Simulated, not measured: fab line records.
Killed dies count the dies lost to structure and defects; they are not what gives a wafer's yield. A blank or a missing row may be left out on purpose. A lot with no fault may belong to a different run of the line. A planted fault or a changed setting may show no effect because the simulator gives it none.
The same fault as seen by 2 desks + flow n5-finfet + only its own numbers are on each desk; what lay behind them is given at the end

THE METROLOGY DESK
Lot by lot, what the gauges showed, no matter which tool ran the lot: averages of those sampled wafers that carry a number. The brackets show how far a lot's mean lies from the usual mean; more than 4 standard deviations puts the lot out of limits, marked OUT.
Columns: A = M9_ILD_THK at N5_BEOL_M9_THK_MEAS_01, usual 269 nm; B = cd-nm at N5_BEOL_M9_CD_MEAS_11, usual 64.2 nm
| lot  | first seen here | A   | B    |
|------|-----------------|-----|------|
| L715 | day 9 12:13     | 269 | 64.7 |
| L716 | day 9 17:55     | 272 | 64.3 |
| L720 | day 10 14:47    | 272 | 64.5 |
| L721 | day 11 08:55    | 269 | 64.0 |
| L722 | day 11 22:52    | 266 | 63.9 |
| L725 | day 11 23:20    | 267 | 63.5 |
| L730 | day 13 11:55    | 257 | 64.2 |
| L734 | day 14 07:49    | 269 | 63.9 |
| L736 | day 14 17:47    | 271 | 64.2 |
| L735 | day 14 19:47    | 268 | 63.9 |
This desk's verdict: no lot among the 10 shows anything out of limits.

DESK OF THE TOOL OWNER: pecvd-01
The tool's own readings at N5_BEOL_M9_ILD_DEP_00 (deposits SiCOH lowk from DEMS/porogen, target thk 308.51 nm, time 58 s): means of the sampled wafers that have a number, for each lot that ran on this tool. The brackets show how far a lot's mean lies from the usual mean; more than 4 standard deviations puts the lot out of limits, marked OUT.
Columns: A = heater-power-w at N5_BEOL_M9_ILD_DEP_00, usual 324 W; B = showerhead-plenum-p-Torr at N5_BEOL_M9_ILD_DEP_00, usual 5.739 Torr; C = throttle-valve-pct at N5_BEOL_M9_ILD_DEP_00, usual 14.1 %
| lot  | first seen here | A   | B     | C    |
|------|-----------------|-----|-------|------|
| L720 | day 10 14:10    | 326 | 5.733 | 15.3 |
| L721 | day 11 08:19    | 308 | 5.738 | 14.7 |
| L722 | day 11 22:16    | 340 | 5.739 | 15.0 |
| L730 | day 13 11:20    | 328 | 5.738 | 14.1 |
This desk's verdict: no lot among the 4 shows anything out of limits.

TAKEN TOGETHER
From the metrology desk's view, nothing was out of limits.
The tool owner's desk saw nothing out of limits.

WHAT HAD BEEN PUT IN BY THE SIMULATOR
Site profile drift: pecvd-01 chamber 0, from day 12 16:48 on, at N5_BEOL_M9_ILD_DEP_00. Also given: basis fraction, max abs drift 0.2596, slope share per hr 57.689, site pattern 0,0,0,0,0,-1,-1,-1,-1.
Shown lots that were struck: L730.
